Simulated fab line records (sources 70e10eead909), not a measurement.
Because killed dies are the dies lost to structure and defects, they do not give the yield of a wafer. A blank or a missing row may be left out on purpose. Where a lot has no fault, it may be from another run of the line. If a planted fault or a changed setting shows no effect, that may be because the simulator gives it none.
Matching of chambers | flow nandHarc | NHARC_A_BONDPAD_ETCH_12 on rieDiel-05 has 4 sister chambers
The step etches the open film in CHF3/O2, target depth 220 nm, time 110 s. 8 wafers are shown with their chamber, then 9 later ones without.

== WAFERS, EACH WITH ITS CHAMBER ==
wafer  | chamber | drypumpMotorCurrentA (A) | rfVppV (V)
L646.2 | 1       | 5.5                      | 368.7
L646.3 | 0       | 4.8                      | 368.4
L649.2 | 1       | 5.5                      | 368.4
L649.3 | 2       | 5.7                      | 369.5
L650.1 | 3       | 5.8                      | 369.9
L650.4 | 2       | 5.8                      | 368.1
L650.6 | 0       | 4.8                      | 370.0
L648.1 | 3       | 5.8                      | 370.6

== WAFERS MISSING THEIR CHAMBER ==
wafer  | drypumpMotorCurrentA (A) | rfVppV (V)
L648.3 | 4.8                      | 367.8
L648.5 | 4.8                      | 370.1
L652.1 | 5.5                      | 369.2
L652.2 | 5.8                      | 369.1
L652.3 | 5.8                      | 368.7
L653.1 | 5.8                      | 369.5
L653.2 | 5.8                      | 368.8
L653.5 | 5.8                      | 370.1
L655.5 | 5.5                      | 368.1

== WHICH CHAMBER EACH ONE RAN IN ==
wafer  | from the rows above     | in truth
L648.3 | 0                       | 0
L648.5 | 0                       | 0
L652.1 | 1                       | 1
L652.2 | can't be placed: 3 or 2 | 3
L652.3 | can't be placed: 2 or 3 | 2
L653.1 | can't be placed: 3 or 2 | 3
L653.2 | can't be placed: 2 or 3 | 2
L653.5 | can't be placed: 3 or 2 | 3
L655.5 | 1                       | 1
4 of 9 placed correctly. Can't be placed from these rows: 5 (the true chamber is among the candidates in 5). Wrongly placed: 0.
How it was worked out, from the rows above alone: a wafer's distance from a chamber is the root of the sum, over the readings, of the square of ((its reading less the chamber's mean) divided by the reading's scatter). If the next closest chamber is less than 2 further off than the closest, the wafer can't be placed; otherwise it belongs to the closest. The mean given for a chamber averages the wafers shown for that chamber. The scatter is the square root of a quotient: the sum, over the shown wafers, of each reading's squared deviation from its chamber's mean, divided by wafers minus chambers.
